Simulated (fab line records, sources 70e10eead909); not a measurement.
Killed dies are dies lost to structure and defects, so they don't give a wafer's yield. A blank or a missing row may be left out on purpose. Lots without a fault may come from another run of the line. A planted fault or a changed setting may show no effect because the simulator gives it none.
fab line records | flow nand_harc
record lots=5 wafers=15 last_day=32
route steps=1302 shown P_CONTACT@248 P_M0@253 END@1302
lots that met no fault: from a run of the same line without faults
start_h: hours from the record's first day to the start of the lot's first wafer shown | wait_h: hours since the lot's step before | " the same as in the row above | L1.1+2: a row that stands for several wafers | - no value, or no start given | * or withheld: withheld | < > ~ a bound
route shown NAME@n: a module of which the file shows steps, and the number in the route of the first | usual: mean/standard deviation of fault-free wafers | same: alike in all rows | chamber/n: place in a boat | sites: the reading at each site | _std_site: their standard deviation | _edge_site: outer sites' mean less inner sites' | radius_mm: how far each site lies from the wafer's centre | mask NAME#n: copy n | behind: the tool/chamber that last shaped the wafer | hold: why the lot was held/for how many hours/how that ended | device: the transistor (n, p or np) that didn't switch | end of line: the same wafers' tests at the end of the route | a step without rows: its recipe alone | killed: dies lost to structure and defects at the first sort, not the wafer's yield | map: a wafer's dies, x killed, . not, _ none there
set.NAME: the setting as run; set.NAME@STEP: as run at that earlier step | model.NAME: the simulator's own value behind a step, which no gauge read
lots at some steps of the route; a table a step, a row a wafer
services: from which hour (start_h, from the record's first day; less than 0 if before it) a tool's chamber was out of use, for how many hours, and why
## steps
# step NHARC_P_CONTACT_CVD_23
# recipe target_thk_a=2000 temp_c=300 pressure_torr=40 wf6_flow_sccm=40 h2_flow_sccm=1600 ar_flow_sccm=1560 time_s=557 material=W
# usual heater_power_w=478/36 throttle_valve_pct=8.0/0.32
# columns lot.wafer tool chamber start_h wait_h heater_power_w throttle_valve_pct
L806.1 cvd_w-02 0 - - 437 8.0
L806.4 " 0 " " 430 7.8
L806.5 " 1 " " 522 7.6
L811.1 cvd_w-01 1 - - 505 8.2
L811.4 " 1 " " 495 8.0
L811.6 " 0 " " 448 8.2
L816.2 cvd_w-02 0 - - 434 8.3
L816.1 " 1 " " 531 7.8
L816.4 " 0 " " 431 8.2
L822.3 cvd_w-01 0 - - 477 8.2
L822.5 " 1 " " 498 8.1
L822.6 " 0 " " 470 8.3
L823.1 cvd_w-02 0 - - 430 8.0
L823.3 " 0 " " 430 8.3
L823.6 " 0 " " 433 8.2
# step NHARC_P_CONTACT_CMP_24
# recipe t_overpolish_s=30 target_thk_nm=200
# usual motor_current_A=12.4/1.3 overpolish_run_s=30.000/0.0086 retaining_ring_pressure_frac=1.000/0.0051 time_to_endpoint_s=40.6/3
# columns lot.wafer tool chamber start_h wait_h motor_current_A overpolish_run_s retaining_ring_pressure_frac time_to_endpoint_s
L806.1 cmp-02 3 149.48 0.6 11.7 29.997 0.995 39.2
L806.4 " 1 " " 11.6 30.007 1.000 41.6
L806.5 " 2 " " 13.6 30.009 0.996 37.9
L811.1 cmp-02 2 199.04 0.5 13.5 30.004 0.992 39.7
L811.4 " 3 " " 11.7 30.002 0.999 41.0
L811.6 " 0 " " 12.4 29.996 1.001 43.6
L816.1 cmp-02 1 264.88 0.5 12.1 30.008 0.997 38.0
L816.2 " 2 " " 13.0 30.005 1.002 38.9
L816.4 " 3 " " 12.3 30.018 1.000 38.9
L822.3 cmp-02 3 309.84 0.3 12.4 30.015 0.988 39.3
L822.6 " 1 " " 12.1 29.992 1.001 41.5
L822.5 " 2 " " 13.5 29.987 0.997 39.7
L823.1 cmp-03 0 319.97 0.6 12.9 30.003 0.989 35.5
L823.3 " 1 " " 12.1 29.989 0.990 40.7
L823.6 " 0 " " 12.2 30.003 0.994 35.7
# step NHARC_P_CONTACT_SRD_26
# step NHARC_P_CONTACT_INSPECT_27
# usual raw_defect_count=318/120
# columns lot.wafer tool chamber start_h wait_h raw_defect_count
L806.1 defect_inspect-02 - 149.85 0.1 463
L806.4 " - " " 135
L806.5 " - " " 294
L811.1 defect_inspect-02 - 199.40 0.1 298
L811.4 " - " " 255
L811.6 " - " " 431
L816.1 defect_inspect-01 - 265.28 0.1 497
L816.2 " - " " 392
L816.4 " - " " 258
L822.3 defect_inspect-01 - 310.20 0.1 416
L822.5 " - " " 183
L822.6 " - " " 316
L823.1 defect_inspect-01 - 320.37 0.1 330
L823.3 " - " " 323
L823.6 " - " " 328
# step NHARC_P_M0_DEP_00
# recipe target_thk_a=1500 target_thk_nm=150 temp_c=withheld pressure_torr=5 flow_sccm=200 rf_w=600 material=SiOC
# step NHARC_P_M0_DEHYDRATE_01
# recipe temp_c=150 time_s=120
# step NHARC_P_M0_HMDS_02
# recipe time_s=30
# step NHARC_P_M0_COAT_33
# recipe temp_c=200 time_s=65
# step NHARC_P_M0_COAT_03
# recipe spin_rpm=1500 resist_thk_nm=90
# step NHARC_P_M0_SOFTBAKE_04
# recipe temp_c=105 time_s=55
# step NHARC_P_M0_EBR_05
# step NHARC_P_M0_EXPOSE_06
# recipe na=1.35 target_cd_nm=90 dose_mj=81.28 mask_id=P_M0
# usual focus_offset_nm=0.1/0.46
# columns lot.wafer tool chamber start_h wait_h mask focus_offset_nm
L806.1 arfi_scanner-02 0 150.61 - P_M0#0 0.2
L806.4 " 0 " " P_M0#0 0.0
L806.5 " 0 " " P_M0#0 0.0
L811.1 arfi_scanner-02 0 200.16 - P_M0#0 -0.7
L811.4 " 0 " " P_M0#0 0.5
L811.6 " 0 " " P_M0#0 -0.6
L816.1 arfi_scanner-03 0 266.04 - P_M0#0 0.9
L816.2 " 0 " " P_M0#0 0.5
L816.4 " 0 " " P_M0#0 0.6
L822.3 arfi_scanner-01 0 310.84 - P_M0#0 0.1
L822.5 " 0 " " P_M0#0 0.4
L822.6 " 0 " " P_M0#0 -0.1
L823.1 arfi_scanner-01 0 321.00 - P_M0#0 0.1
L823.3 " 0 " " P_M0#0 0.9
L823.6 " 0 " " P_M0#0 -0.3
# step NHARC_P_M0_PEB_07
# recipe peb_temp_c=100 peb_time_s=65
# step NHARC_P_M0_DEVELOP_08
# recipe develop_time_s=35 dev_temp_c=23
# step NHARC_P_M0_CD_MEAS_09
# recipe target_cd_nm=90 landing_energy_ev=500
# usual cd_nm=89.8/0.68
# columns lot.wafer tool chamber start_h wait_h cd_nm
L806.1 cd_sem-01 0 150.75 - 89.5
L806.4 " 0 " " 89.4
L806.5 " 0 " " 89.9
L811.1 cd_sem-03 0 200.30 - -
L811.4 " 0 " " -
L811.6 " 0 " " -
L816.1 cd_sem-02 0 266.18 - 89.0
L816.2 " 0 " " 89.7
L816.4 " 0 " " 89.7
L822.3 cd_sem-03 0 310.98 - 89.2
L822.5 " 0 " " 89.0
L822.6 " 0 " " 89.9
L823.1 cd_sem-02 0 321.14 - 89.3
L823.3 " 0 " " 90.9
L823.6 " 0 " " 89.0
# step NHARC_P_M0_OVL_MEAS_10
# recipe pitch_nm=180
# usual overlay_x_nm=-0.1/0.89 overlay_y_nm=0.0/0.96
# columns lot.wafer tool chamber start_h wait_h overlay_x_nm overlay_y_nm
L806.1 overlay-02 - 150.84 - -0.1 0.3
L806.4 " - " " -0.1 0.8
L806.5 " - " " -0.1 0.5
L811.1 overlay-02 - 200.39 - -1.1 -0.7
L811.4 " - " " -1.5 -0.3
L811.6 " - " " -1.1 -0.8
L816.1 overlay-02 - 266.26 - -0.6 -1.0
L816.2 " - " " -1.6 -1.4
L816.4 " - " " -0.4 -0.9
L822.3 overlay-01 - 311.07 - 0.9 0.8
L822.5 " - " " 0.0 -0.3
L822.6 " - " " 0.2 0.2
L823.1 overlay-02 - 321.23 - -1.7 0.3
L823.3 " - " " -0.9 0.1
L823.6 " - " " -1.3 0.2
# step NHARC_P_M0_INSPECT_11
# usual raw_defect_count=4.6/2.6
# columns lot.wafer tool chamber start_h wait_h raw_defect_count
L806.1 defect_inspect-02 - 150.88 0.0 9
L806.4 " - " " 11
L806.5 " - " " 6
L811.1 defect_inspect-02 - 200.43 0.0 5
L811.4 " - " " 6
L811.6 " - " " 9
L816.1 defect_inspect-01 - 266.30 0.0 5
L816.2 " - " " 1
L816.4 " - " " 6
L822.3 defect_inspect-01 - 311.11 0.0 5
L822.5 " - " " 1
L822.6 " - " " 1
L823.1 defect_inspect-01 - 321.27 0.0 4
L823.3 " - " " 3
L823.6 " - " " 1
# step NHARC_P_M0_DESCUM_14
# recipe time_s=3 o2_flow_sccm=200 ar_flow_sccm=0 bias_power_w=0 chemistry=O2
# step NHARC_P_M0_ETCH_34
# recipe target_depth_a=400 overetch_a=120 time_s=43.94 ion_energy_ev=200 n2_flow_sccm=150 h2_flow_sccm=150 ar_flow_sccm=0 rf_w=400 bias_w=150 chemistry=N2/H2
# usual drypump_motor_current_A=5.8/0.5 oes_product_au=1.002/0.01 rf_vpp_V=430.1/2.7 showerhead_plenum_p_Torr=2.02/0.091 throttle_valve_pct=14.171/0.009
# columns lot.wafer tool chamber start_h wait_h drypump_motor_current_A oes_product_au rf_hours_counter_h rf_vpp_V showerhead_plenum_p_Torr throttle_valve_pct
L806.1 rie_diel-01 0 151.03 0.1 5.5 0.993 36 430.9 2.07 14.186
L806.4 " 2 " " 5.7 0.987 38 432.2 2.06 14.173
L806.5 " 0 " " 5.5 0.996 - 432.2 2.07 14.184
L811.1 rie_diel-04 3 200.59 0.1 5.7 0.998 3 428.5 1.95 14.165
L811.4 " 0 " " 6.6 1.015 3 433.9 2.16 14.168
L811.6 " 2 " " 5.8 1.011 - 426.2 1.91 14.161
L816.1 rie_diel-04 2 266.45 0.1 5.8 1.009 14 427.8 1.91 14.178
L816.2 " 0 " " 6.6 1.011 12 432.9 2.15 14.173
L816.4 " 1 " " 6.0 0.994 13 428.7 1.98 14.151
L822.3 rie_diel-04 1 311.26 0.1 5.9 0.995 21 428.5 1.97 14.168
L822.6 " 3 " " 5.7 0.984 - 427.7 1.95 14.159
L822.5 " 0 " " 6.6 0.992 - 433.5 2.15 14.166
L823.1 rie_diel-06 2 321.41 0.1 5.0 0.998 1 431.0 2.02 14.171
L823.3 " 0 " " 5.6 1.014 1 433.6 2.14 14.154
L823.6 " 3 " " 6.5 1.016 - 424.4 1.90 14.179
# step NHARC_P_M0_ETCH_15
# recipe target_depth_a=1500 overetch_a=150 time_s=82.5 c4f8_flow_sccm=withheld ar_flow_sccm=400 rf_w=600 bias_w=300 chemistry=C4F8/Ar
# usual oes_product_au=0.955/0.023 rf_vpp_V=440.4/2.7
# columns lot.wafer tool chamber start_h wait_h oes_product_au rf_hours_counter_h rf_vpp_V
L806.1 rie_diel-01 2 - - 0.920 38 441.5
L806.4 " 0 " " 0.925 36 441.5
L806.5 " 2 " " 0.920 - 442.7
L811.4 rie_diel-04 1 - - 0.958 3 438.1
L811.1 " 3 " " 0.970 3 438.9
L811.6 " 0 " " 0.973 - 443.4
L816.4 rie_diel-04 0 - - 0.989 12 444.3
L816.1 " 2 " " 0.967 14 437.8
L816.2 " 3 " " 0.981 12 439.2
L822.3 rie_diel-04 0 - - 0.928 20 442.8
L822.6 " 3 " " 0.915 - 440.1
L822.5 " 0 " " 0.927 - 443.0
L823.1 rie_diel-06 3 - - 0.969 1 437.5
L823.3 " 0 " " 0.944 1 443.6
L823.6 " 3 " " 0.975 - 436.6
# step NHARC_P_M0_CD_MEAS_16
# usual cd_nm=89.6/0.93
# columns lot.wafer tool chamber start_h wait_h cd_nm
L806.1 cd_sem-01 - 151.24 - 88.1
L806.4 " - " " 88.3
L806.5 " - " " 89.1
L811.1 cd_sem-03 - 200.79 - -
L811.4 " - " " -
L811.6 " - " " -
L816.1 cd_sem-03 - 266.66 - 88.7
L816.2 " - " " 89.4
L816.4 " - " " 89.2
L822.3 cd_sem-01 - 311.47 - 88.0
L822.5 " - " " 88.0
L822.6 " - " " 89.8
L823.1 cd_sem-03 - 321.67 - 89.5
L823.3 " - " " 91.6
L823.6 " - " " 89.8
# step NHARC_P_M0_STRIP_18
# recipe power_w=1000 n2_flow_sccm=150 h2_flow_sccm=150 ar_flow_sccm=0 bias_w=0 chemistry=N2/H2
# usual drypump_motor_current_A=5.9/0.53 oes_product_au=1.000/0.01 rf_vpp_V=90.6/1.1 showerhead_plenum_p_Torr=2.02/0.087 throttle_valve_pct=14.171/0.009
# columns lot.wafer tool chamber start_h wait_h drypump_motor_current_A oes_product_au rf_hours_counter_h rf_vpp_V showerhead_plenum_p_Torr throttle_valve_pct
L806.1 rie_diel-01 2 151.31 0.1 5.7 0.980 38 91.4 2.06 14.179
L806.4 " 3 " " 4.9 0.987 34 92.0 1.96 14.187
L806.5 " 3 " " 4.9 0.986 - 90.1 1.96 14.162
L811.4 rie_diel-04 3 200.89 0.1 5.7 1.001 3 91.2 1.95 14.155
L811.1 " 1 " " 6.0 0.989 3 89.8 1.98 14.173
L811.6 " 3 " " 5.6 0.995 - 90.7 1.95 14.183
L816.1 rie_diel-04 3 266.74 0.1 5.7 1.000 12 90.1 1.95 14.164
L816.4 " 0 " " 6.6 1.017 12 89.2 2.15 14.175
L816.2 " 2 " " 5.8 1.002 14 91.0 1.91 14.176
L822.3 rie_diel-04 2 311.59 0.1 5.8 1.007 24 90.8 1.91 14.171
L822.5 " 0 " " 6.6 1.004 - 91.8 2.15 14.167
L822.6 " 1 " " 5.9 0.992 - 90.5 1.97 14.163
L823.1 rie_diel-01 1 321.78 0.1 6.7 1.018 42 89.9 2.07 14.167
L823.3 " 3 " " 4.9 0.995 43 90.0 1.94 14.169
L823.6 " 0 " " 5.5 0.989 - 89.2 2.05 14.168
# step NHARC_END_SORT_01
# recipe temp_c=25
# usual defect_limited_yield=91.4/2.7 killed_at_array=53/19 killed_at_other=0.7/1.1 killed_at_periphery=4.2/2.7 killed_dies=58/18 killed_open=3.1/1.9 killed_short=2.5/1.6 sort_bin_2_pct=3.0/1.2 sort_bin_3_pct=0.7/0.41 sort_bin_4_pct=4.9/1.5 sort_n_pass=619/18 sort_rim_yield_pct=90/4.1 sort_yield_pct=91.4/2.7
# same gross_dies=677 sort_bin_5_pct[%]=0 sort_bin_6_pct[%]=0 sort_bin_7_pct[%]=0 sort_bin_8_pct[%]=0 sort_rim_n_gross=106.00
# columns lot.wafer tool chamber start_h wait_h defect_limited_yield[%] killed_at_array killed_at_other killed_at_periphery killed_dies killed_open killed_short sort_bin_2_pct[%] sort_bin_3_pct[%] sort_bin_4_pct[%] sort_n_pass sort_rim_yield_pct[%] sort_yield_pct[%]
L811.1 prober-02 0 636.37 2.5 92.0 45 4 5 54 6 2 2.1 0.7 5.2 623 85 92.0
L811.4 prober-02 0 638.76 3.4 92.3 45 3 4 52 3 2 3.0 0.9 3.8 625 92 92.3
L811.6 prober-02 0 640.36 4.0 89.1 61 3 10 74 6 4 4.0 0.7 6.2 603 92 89.1
L816.1 prober-01 0 699.35 2.5 92.5 47 0 4 51 5 3 2.8 0.4 4.3 626 95 92.5
L816.2 prober-01 0 700.15 2.8 92.5 46 2 3 51 3 2 3.1 0.7 3.7 626 92 92.5
L816.4 prober-01 0 701.76 3.4 92.9 43 0 5 48 4 2 2.1 0.7 4.3 629 91 92.9
L822.3 prober-01 0 744.48 3.1 93.6 42 0 1 43 4 2 2.2 0.6 3.5 634 92 93.6
L822.5 prober-01 0 746.09 3.7 91.6 57 0 0 57 3 3 3.1 0.4 4.9 620 94 91.6
L822.6 prober-01 0 746.89 4.0 95.1 33 0 0 33 2 1 1.8 0.1 3.0 644 89 95.1
# killed by level:class
L811.1 A_CHANNEL_HOLE_D1:chamber_film_flake=20 A_CHANNEL_HOLE_D2:chamber_film_flake=17 THIN_TSV:chamber_film_flake=4 A_CHANNEL_FILL_D2:geometric_particle:open=2 A_STAIRCASE:chamber_film_flake=2 P_GATE:geometric_particle:open=1 P_M0:geometric_particle:open=1 P_M1:geometric_particle:open=1
L811.4 A_CHANNEL_HOLE_D1:chamber_film_flake=27 A_CHANNEL_HOLE_D2:chamber_film_flake=10 THIN_TSV:chamber_film_flake=3 P_STI:chamber_film_flake=2 P_CONTACT:geometric_particle:open=1 A_ONON_D1:geometric_particle:short=1 A_CHANNEL_FILL_D1:geometric_particle:open=1 A_CHANNEL_HOLE_D2:geometric_particle:short=1
L811.6 A_CHANNEL_HOLE_D1:chamber_film_flake=35 A_CHANNEL_HOLE_D2:chamber_film_flake=8 P_GATE:chamber_film_flake=6 A_CONTACT:chamber_film_flake=6 A_CHANNEL_FILL_D1:geometric_particle:short=3 THIN_TSV:chamber_film_flake=3 P_ZERO_WELL:chamber_film_flake=2 P_CONTACT:geometric_particle:open=1
L816.1 A_CHANNEL_HOLE_D2:chamber_film_flake=24 A_CHANNEL_HOLE_D1:chamber_film_flake=6 A_SLIT:chamber_film_flake=3 A_WL_FILL:geometric_particle:short=2 A_DECK1_JOINT:chamber_film_flake=2 A_CONTACT:chamber_film_flake=2 P_CONTACT:geometric_particle:short=1 P_CONTACT:geometric_particle:open=1
L816.2 A_CHANNEL_HOLE_D2:chamber_film_flake=18 A_CHANNEL_HOLE_D1:chamber_film_flake=12 A_CONTACT:chamber_film_flake=3 A_M0:chamber_film_flake=3 A_ZERO_WELL:chamber_film_flake=2 A_DECK1_JOINT:chamber_film_flake=2 A_SLIT:chamber_film_flake=2 THIN_TSV:chamber_film_flake=2
L816.4 A_CHANNEL_HOLE_D2:chamber_film_flake=13 A_CHANNEL_HOLE_D1:chamber_film_flake=10 A_ZERO_WELL:chamber_film_flake=6 A_CONTACT:chamber_film_flake=3 P_M0:geometric_particle:open=2 P_STI:chamber_film_flake=2 A_STAIRCASE:chamber_film_flake=2 A_SLIT:chamber_film_flake=2
L822.3 A_CHANNEL_HOLE_D1:chamber_film_flake=16 A_STAIRCASE:chamber_film_flake=4 A_SLIT:chamber_film_flake=4 A_CONTACT:chamber_film_flake=4 A_SGD_CUT:chamber_film_flake=3 A_WL_FILL:chamber_film_flake=3 P_GATE:geometric_particle:open=1 A_DECK1_JOINT:geometric_particle:open=1
L822.5 A_CHANNEL_HOLE_D1:chamber_film_flake=33 A_CONTACT:chamber_film_flake=5 A_SLIT:chamber_film_flake=4 A_WL_FILL:chamber_film_flake=4 A_STAIRCASE:chamber_film_flake=2 A_SGD_CUT:chamber_film_flake=2 A_ONON_D1:geometric_particle:open=1 A_CHANNEL_HOLE_D1:geometric_particle:open=1
L822.6 A_CHANNEL_HOLE_D1:chamber_film_flake=15 A_CONTACT:chamber_film_flake=5 A_SGD_CUT:chamber_film_flake=3 A_WL_FILL:chamber_film_flake=3 A_DECK1_JOINT:geometric_particle:short=1 A_WL_FILL:geometric_particle:open=1 A_M0:geometric_particle:open=1 A_SLIT:chamber_film_flake=1
## services
# columns tool chamber start_h hours kind
rie_diel-06 - 130.25 9.0 pm
cmp-02 - 134.50 4.0 pm
rie_diel-01 2 136.15 1.5 repair
arfi_scanner-02 - 140.00 4.0 pm
rie_diel-04 3 142.34 4.6 repair
cmp-02 - 143.19 2.0 repair
rie_diel-04 2 152.29 11.4 repair
arfi_scanner-01 - 158.27 0.8 repair
arfi_scanner-02 - 162.64 0.6 repair
rie_diel-04 0 167.20 4.7 repair
rie_diel-04 1 168.83 6.3 repair
rie_diel-04 - 178.46 9.0 pm
cvd_w-01 - 185.00 13.0 pm
rie_diel-01 - 204.26 9.0 pm
arfi_scanner-02 - 218.34 13.0 repair
rie_diel-01 2 228.94 4.3 repair
cvd_w-02 1 228.95 5.9 repair
cmp-02 - 232.56 4.0 pm
rie_diel-01 1 240.79 5.2 repair
rie_diel-04 1 260.17 2.2 repair
rie_diel-01 1 263.10 19.6 repair
cvd_w-02 - 269.00 13.0 pm
rie_diel-04 1 301.27 1.5 repair
rie_diel-01 0 313.91 2.8 repair
## key
first_sign step=NHARC_P_M0_CD_MEAS_09 reading=cd_nm direction=missing
effect step=NHARC_P_M0_CD_MEAS_16 reading=cd_nm direction=missing
met_at NHARC_P_M0_EXPOSE_06
struck_wafers L811.1,L811.4,L811.6
onset_between 150.61 200.16
fault kind=process_parameter_drift tool=arfi_scanner-02 chamber=- onset_h=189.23 steps=NHARC_P_M0_EXPOSE_06 channel=focus_nm offset=178.23 spread_by_wafer=0.3 shape=step
